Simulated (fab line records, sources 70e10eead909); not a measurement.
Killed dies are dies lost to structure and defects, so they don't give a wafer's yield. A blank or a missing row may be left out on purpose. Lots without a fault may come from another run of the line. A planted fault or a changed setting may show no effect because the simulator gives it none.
Chamber matching | flow nand_harc | NHARC_A_STAIRCASE_DEP_151 on pecvd-04: 3 sister chambers
The step deposits SiO2, target thk 7200 nm. 14 wafers are shown with their chamber, then 7 later ones without.

WAFERS WITH THEIR CHAMBER
wafer  | chamber | heater_power_w (W)
L075.1 | 1       | 591
L075.2 | 2       | 632
L075.6 | 1       | 482
L079.2 | 2       | 592
L079.4 | 0       | 454
L079.6 | 1       | 497
L083.2 | 2       | 702
L083.3 | 0       | 639
L083.4 | 0       | 504
L086.1 | 1       | 518
L086.5 | 2       | 586
L086.6 | 1       | 516
L087.1 | 1       | 579
L087.3 | 2       | 600

SIGNATURES (means of the wafers above)
reading        | chamber 0 | chamber 1 | chamber 2 | scatter within a chamber
heater_power_w | 532.33    | 530.50    | 622.40    | 58.3
Rule: a wafer's distance from a chamber is the root of the sum, over the readings, of the square of ((its reading less the chamber's mean) divided by the reading's scatter). The wafer belongs to the nearest chamber; if the next one is less than 2 further off, it can't be placed. The scatter: the root of (the sum of the squares of (reading less its chamber's mean) over the shown wafers, divided by (wafers less chambers)).

WAFERS WITHOUT THEIR CHAMBER
wafer  | heater_power_w (W)
L087.5 | 513
L095.1 | 575
L095.3 | 663
L095.4 | 500
L096.1 | 644
L096.3 | 646
L096.6 | 521

WHICH CHAMBER EACH WENT THROUGH
wafer  | from the rows above          | in truth
L087.5 | can't be placed: 1 or 0 or 2 | 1
L095.1 | can't be placed: 0 or 1 or 2 | 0
L095.3 | can't be placed: 2 or 0 or 1 | 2
L095.4 | can't be placed: 1 or 0 or 2 | 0
L096.1 | can't be placed: 2 or 0 or 1 | 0
L096.3 | can't be placed: 2 or 0 or 1 | 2
L096.6 | can't be placed: 1 or 0 or 2 | 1
Placed correctly: 0 of 7. Can't be placed from these rows: 7 (the true chamber is among the candidates in 7). Placed wrongly: 0.
